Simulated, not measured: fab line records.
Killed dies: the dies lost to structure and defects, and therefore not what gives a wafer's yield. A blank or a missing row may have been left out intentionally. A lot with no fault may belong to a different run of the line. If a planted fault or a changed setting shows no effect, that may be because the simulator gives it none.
Chamber matching :: flow nandHarc :: 4 sister chambers for NHARC_A_BLC_ALD_23 on aldMetal-01
The step deposits TiN, target thk 3 nm, pulse time 1 s, ald cycles 150. 4 wafers are shown with their chamber, then 7 later ones without.

== WAFERS WITH THEIR CHAMBER ==
wafer: L469.5
chamber: 2
heaterPowerW (W): 1174

wafer: L477.3
chamber: 3
heaterPowerW (W): 1292

wafer: L481.2
chamber: 1
heaterPowerW (W): 1090

wafer: L481.4
chamber: 0
heaterPowerW (W): 1026

== WAFERS WITHOUT THEIR CHAMBER ==
wafer: L481.6
heaterPowerW (W): 1132

wafer: L483.2
heaterPowerW (W): 1183

wafer: L483.3
heaterPowerW (W): 1014

wafer: L483.4
heaterPowerW (W): 1158

wafer: L484.3
heaterPowerW (W): 1018

wafer: L484.4
heaterPowerW (W): 1202

wafer: L484.5
heaterPowerW (W): 1000

== EACH ONE'S CHAMBER ==
wafer: L481.6
from the rows above: can't be placed: 1 or 2
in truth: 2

wafer: L483.2
from the rows above: 2
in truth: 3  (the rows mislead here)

wafer: L483.3
from the rows above: 0
in truth: 0

wafer: L483.4
from the rows above: 2
in truth: 2

wafer: L484.3
from the rows above: 0
in truth: 0

wafer: L484.4
from the rows above: 2
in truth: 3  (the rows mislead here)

wafer: L484.5
from the rows above: 0
in truth: 0
4 of 7 placed correctly. Unplaceable from these rows: 1, with the true chamber sitting among the candidates in 1. 2 placed wrongly.
How it was worked out, from the rows above alone: a wafer's distance from a chamber is the root of the sum, over the readings, of the square of ((its reading less the chamber's mean) divided by the reading's scatter). If the next closest chamber is less than 2 further off than the closest, the wafer can't be placed; otherwise it belongs to the closest. The mean given for a chamber averages the wafers shown for that chamber. The scatter (one wafer shown for each chamber): square how far every hidden wafer sits from the nearest shown wafer, average those squares and take the square root.
